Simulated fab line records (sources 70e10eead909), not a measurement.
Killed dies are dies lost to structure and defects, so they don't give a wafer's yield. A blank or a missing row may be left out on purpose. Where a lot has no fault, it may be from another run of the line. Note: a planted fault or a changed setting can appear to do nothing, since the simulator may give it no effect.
Which tool is to blame?    flow nand-harc    10 lots with 30 wafers sampled at 3 steps, on a route of 1302 steps

WHAT EACH GAUGE READ, for each wafer
NHARC_P_M1_CD_MEAS_09: target cd 130 nm.
lot   measured      on         cd-nm (nm)
L103  day 7 00:55   cd-sem-03  129.9 128.9 130.3
L104  day 7 07:21   cd-sem-02  129.6 130.3 129.2
L108  day 9 06:55   cd-sem-01  129.4 129.2 129.5
L109  day 10 05:31  cd-sem-02  129.5 130.4 130.2
L110  day 10 15:43  cd-sem-01  129.1 130.7 129.5
L114  day 11 12:07  cd-sem-03  129.8 130.4 129.4
L117  day 13 03:34  cd-sem-01  122.6 122.7 129.1
L119  day 13 13:25  cd-sem-02  129.3 128.6 130.6
L120  day 14 02:40  cd-sem-03  130.6 123.1 122.8
L123  day 15 16:15  cd-sem-02  130.4 129.7 130.2

WHAT TOOL EACH LOT RAN ON (gives the tool, then ch and the chambers of the sampled wafers, and finally the start)
lot   NHARC_P_M0_ETCH_34                  NHARC_P_M1_PEB_07
L103  rie-diel-03 ch 0,2,3, day 6 21:12   litho-track-01 ch 0, day 7 00:50
L104  rie-diel-02 ch 0,2,3, day 7 03:41   litho-track-04 ch 0, day 7 07:16
L108  rie-diel-02 ch 0,1, day 9 03:08     litho-track-06 ch 0, day 9 06:50
L109  rie-diel-10 ch 1,2, day 10 01:45    litho-track-04 ch 0, day 10 05:25
L110  rie-diel-02 ch 0,1,3, day 10 11:57  litho-track-01 ch 0, day 10 15:38
L114  rie-diel-03 ch 0,1,3, day 11 08:05  litho-track-06 ch 0, day 11 12:02
L117  rie-diel-02 ch 0,1,3, day 12 23:48  litho-track-01 ch 0, day 13 03:29
L119  rie-diel-02 ch 2,3, day 13 09:42    litho-track-06 ch 0, day 13 13:20
L120  rie-diel-02 ch 0,1,3, day 13 22:52  litho-track-01 ch 0, day 14 02:35
L123  rie-diel-02 ch 1,2,3, day 15 12:35  litho-track-04 ch 0, day 15 16:10
- NHARC_P_M0_ETCH_34: etches the open film in N2/H2, target depth 40 nm, overetch 12 nm, time 43.94 s.
- NHARC_P_M1_PEB_07: peb time 65 s.

THE ANSWER, worked out from the rows above alone
Rule: the usual values come from the lots themselves. The widest of any qualifying gaps counts: lots, ordered by their means at a reading, are off when they make up no more than a third of the lots, leave a main group of 4 or more, and stand apart from it by 3 or more times the standard deviation of that group's means. A main group whose means are all the same, to the digits that the tables above print for the reading, isn't used. Also off: a lot with no number at a reading for which 4 or more lots have one. All remaining lots with rows at the step are treated as sound.
Off: L117, L120, at NHARC_P_M1_CD_MEAS_09 (cd-nm). The main group has a mean of 129.8 nm with a standard deviation of 0.23.
A tool fits if, at a process step before that reading, it ran every lot that is off, and no sound lot after the first of them. Those tools and the gauges at NHARC_P_M1_CD_MEAS_09 are tried in the same way. One candidate fits, namely litho-track-01 at NHARC_P_M1_PEB_07. Its last sound lot is L110 (day 10 15:38), its first lot that is off L117 (day 13 03:29): a fault that began between those two fits.

WHAT WAS PUT IN BY THE SIMULATOR
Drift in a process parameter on litho-track-01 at NHARC_P_M1_PEB_07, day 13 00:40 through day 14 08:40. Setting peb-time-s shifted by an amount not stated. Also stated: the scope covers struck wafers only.
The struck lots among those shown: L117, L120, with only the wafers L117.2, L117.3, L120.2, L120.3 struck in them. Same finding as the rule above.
